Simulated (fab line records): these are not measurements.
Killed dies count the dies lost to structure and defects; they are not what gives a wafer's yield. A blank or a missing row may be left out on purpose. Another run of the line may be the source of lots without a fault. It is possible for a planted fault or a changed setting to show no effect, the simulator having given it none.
Comparing a struck lot with a sound one	flow nand-harc	13 out of 1302 route steps
Sound: wafers L153.4, L153.5, L153.6. Struck: wafer L145.5 (left out: L145.2, L145.6 of the same lot, which were not struck); the cause appears at the end.
Per side, at each step with rows, come the tool, then ch with its chambers, and then its first start. Under that, the readings that differ: sound wafers	struck wafers	difference of the means	sigmas: that difference in standard deviations of wafers without a fault.
alike: readings whose means differ by less than 2 such deviations, and words and numbers that are the same on both sides. not compared: withheld readings, readings that some wafer has no value for, bounds like >300 that may hide the same value, and numbers for which the record gives no deviation and whose values overlap.
A row with sigmas, a row that says differs or no value, or rows on one side alone: a step with any of these is where the two part. Numbers that have no deviation but don't overlap get no sigmas and don't part them. A reading missing from all wafers of one side parts the sides only when that side holds two or more wafers.

NHARC_A_SLIT_ETCH_29: etches the open film in CF4/O2, target depth 100 nm, overetch 10 nm, time 55 s.
  sound on rie-diel-12 ch 1,2,3, day 26 14:50; struck on rie-diel-07 ch 3, day 23 20:31
reading	sound	struck	difference	sigmas
drypump-motor-current-A (A)	5.7 5.0 5.4	6.6	+1.2	+2
  alike: oes-product-au, rf-vpp-V, showerhead-plenum-p-Torr, throttle-valve-pct
  not compared: rf-hours-counter-h
NHARC_A_SLIT_STRIP_18: strips in O2.
  sound: rie-diel-12 ch 0,1; struck: rie-diel-07 ch 1
  alike: drypump-motor-current-A, oes-product-au, rf-vpp-V, showerhead-plenum-p-Torr, throttle-valve-pct
  not compared: rf-hours-counter-h
then, 2 steps without rows for these wafers: NHARC_A_SLIT_PRECLEAN_19 (cleans in SC1); NHARC_A_SLIT_SRD_20.
NHARC_A_SLIT_CD_MEAS_21:
  sound on cd-sem-02 at day 26 15:22; struck on cd-sem-02 at day 23 21:02
  alike: cd-nm
then, 3 steps without rows for these wafers: NHARC_A_SIN_REMOVE_WET_00 (chemistry H3PO4, time 15300 s); NHARC_A_SIN_REMOVE_PRECLEAN_01 (cleans in SC1); NHARC_A_SIN_REMOVE_SRD_02.
NHARC_A_SIN_REMOVE_INSPECT_04:
  sound on defect-inspect-02 at day 26 22:00; struck on defect-inspect-02 at day 24 03:41
  alike: raw-defect-count
NHARC_A_WL_FILL_ALD_00: deposits Al2O3, target thk 3 nm, pulse time 3 s, ald cycles 30.
  sound on ald-hk-04 ch 1,2,3, day 26 22:07; struck on ald-hk-04 ch 1, day 24 03:45
  alike: heater-power-w, precursor-pulse-height-rel
  not compared: ald-cycles
NHARC_A_WL_FILL_RTA_01: time 5 s.
  sound on rtp-anneal-01 ch 0, day 26 22:31; struck on rtp-anneal-01 ch 0, day 24 04:03
  alike: lamp-power-pct, lamp_zone_1_pct, wafer_temp_C_max
NHARC_A_WL_FILL_ALD_02: deposits TiN, target thk 2 nm, pulse time 3 s, ald cycles 100.
  sound on ald-metal-04 ch 2,3, day 26 22:41; struck on ald-metal-04 ch 3, day 24 04:19
reading	sound	struck	difference	sigmas
ald-cycles	100 100 100	125	+25	
  alike: heater-power-w, precursor-pulse-height-rel
NHARC_END_SORT_01:
  the record has rows for the sound wafers here (prober-01 ch 0, day 31 02:55) and none for the struck ones

== WHERE THEY PART ==
At NHARC_A_SLIT_ETCH_29 first; at NHARC_END_SORT_01 last (within this record only).

WHY: what had been put in by the simulator
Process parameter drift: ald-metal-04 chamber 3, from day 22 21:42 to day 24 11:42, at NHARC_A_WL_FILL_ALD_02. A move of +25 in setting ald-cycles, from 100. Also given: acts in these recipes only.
